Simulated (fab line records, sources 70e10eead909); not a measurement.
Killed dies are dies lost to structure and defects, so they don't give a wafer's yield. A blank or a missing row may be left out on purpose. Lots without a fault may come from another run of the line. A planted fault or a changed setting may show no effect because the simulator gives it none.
Chamber matching | flow nand_harc | NHARC_A_CHANNEL_HOLE_D1_DEP_01 on pecvd-02: 3 sister chambers
The step deposits SiON, target thk 140 nm. 6 wafers are shown with their chamber, then 8 later ones without.

WAFERS WITH THEIR CHAMBER
wafer  | chamber | showerhead_vpp_V (V) | heater_power_w (W)
L441.1 | 0       | 1071                 | 741
L439.5 | 0       | 1053                 | 770
L443.1 | 2       | 1156                 | 889
L443.4 | 1       | 1173                 | 741
L443.5 | 2       | 1119                 | 897
L444.1 | 1       | 1205                 | 749

WAFERS WITHOUT THEIR CHAMBER
wafer  | showerhead_vpp_V (V) | heater_power_w (W)
L444.5 | 1157                 | 902
L444.6 | 1175                 | 746
L446.2 | 1115                 | 836
L446.3 | 1050                 | 738
L446.5 | 1112                 | 820
L445.4 | 1082                 | 776
L445.5 | 1199                 | 680
L445.6 | 1137                 | 887

WHICH CHAMBER EACH WENT THROUGH
wafer  | from the rows above          | in truth
L444.5 | 2                            | 2
L444.6 | 1                            | 1
L446.2 | 2                            | 2
L446.3 | 0                            | 0
L446.5 | can't be placed: 0 or 2 or 1 | 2
L445.4 | 0                            | 0
L445.5 | 1                            | 1
L445.6 | 2                            | 2
Placed correctly: 7 of 8. Can't be placed from these rows: 1 (the true chamber is among the candidates in 1). Placed wrongly: 0.
How it was worked out, from the rows above alone: a wafer's distance from a chamber is the root of the sum, over the readings, of the square of ((its reading less the chamber's mean) divided by the reading's scatter). The wafer belongs to the nearest chamber; if the next one is less than 2 further off, it can't be placed. A chamber's mean is the mean of its shown wafers. The scatter: the root of (the sum of the squares of (reading less its chamber's mean) over the shown wafers, divided by (wafers less chambers)).
